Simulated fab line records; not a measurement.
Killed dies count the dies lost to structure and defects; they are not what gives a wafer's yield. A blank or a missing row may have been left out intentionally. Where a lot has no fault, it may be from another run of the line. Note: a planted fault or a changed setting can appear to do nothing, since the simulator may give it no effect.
Matching of chambers ; flow nand_harc ; NHARC_A_CONTACT_ALD_18 on ald_metal-03 has 4 sister chambers
The step deposits TiN, target thk 3 nm, pulse time 1 s, ald cycles 150. 14 wafers are shown with their chamber, then 7 later ones without.

## WAFERS, EACH WITH ITS CHAMBER
wafer;chamber;heater_power_w (W);precursor_pulse_height_rel
L183.1;0;1053;0.979
L183.5;0;1036;0.989
L183.6;3;1112;1.001
L184.1;2;925;0.985
L184.2;3;1121;0.993
L184.4;1;932;0.970
L190.1;3;1123;0.977
L190.5;1;934;0.976
L190.6;2;913;0.983
L195.2;3;1161;1.007
L195.5;3;1113;1.014
L195.6;0;1051;1.027
L204.1;2;942;1.026
L204.5;1;960;1.011

SIGNATURES (means of the wafers above)
reading;chamber 0;chamber 1;chamber 2;chamber 3;scatter within a chamber
heater_power_w;1046.67;942.00;926.67;1126.00;16.5
precursor_pulse_height_rel;0.99833;0.98567;0.99800;0.99840;0.0206
Rule: a wafer's distance from a chamber is the root of the sum, over the readings, of the square of ((its reading less the chamber's mean) divided by the reading's scatter). The wafer belongs to the nearest chamber; if the next one is less than 2 further off, it can't be placed. The scatter: the root of (the sum of the squares of (reading less its chamber's mean) over the shown wafers, divided by (wafers less chambers)).

## WAFERS WHOSE CHAMBER IS MISSING
wafer;heater_power_w (W);precursor_pulse_height_rel
L204.6;1029;1.023
L201.1;1062;0.994
L201.5;1074;1.004
L201.6;994;1.003
L205.3;985;0.983
L205.4;1108;1.003
L205.6;936;0.983

## CHAMBER TAKEN BY EACH
wafer;from the rows above;in truth
L204.6;0;0
L201.1;0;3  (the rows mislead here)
L201.5;can't be placed: 0 or 3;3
L201.6;can't be placed: 0 or 1 or 2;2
L205.3;can't be placed: 1 or 2 or 0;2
L205.4;3;3
L205.6;can't be placed: 1 or 2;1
Placed correctly: 2 of 7. From these rows, 4 cannot be placed; in 4 the true chamber is one of the candidates. Placed wrongly: 1.
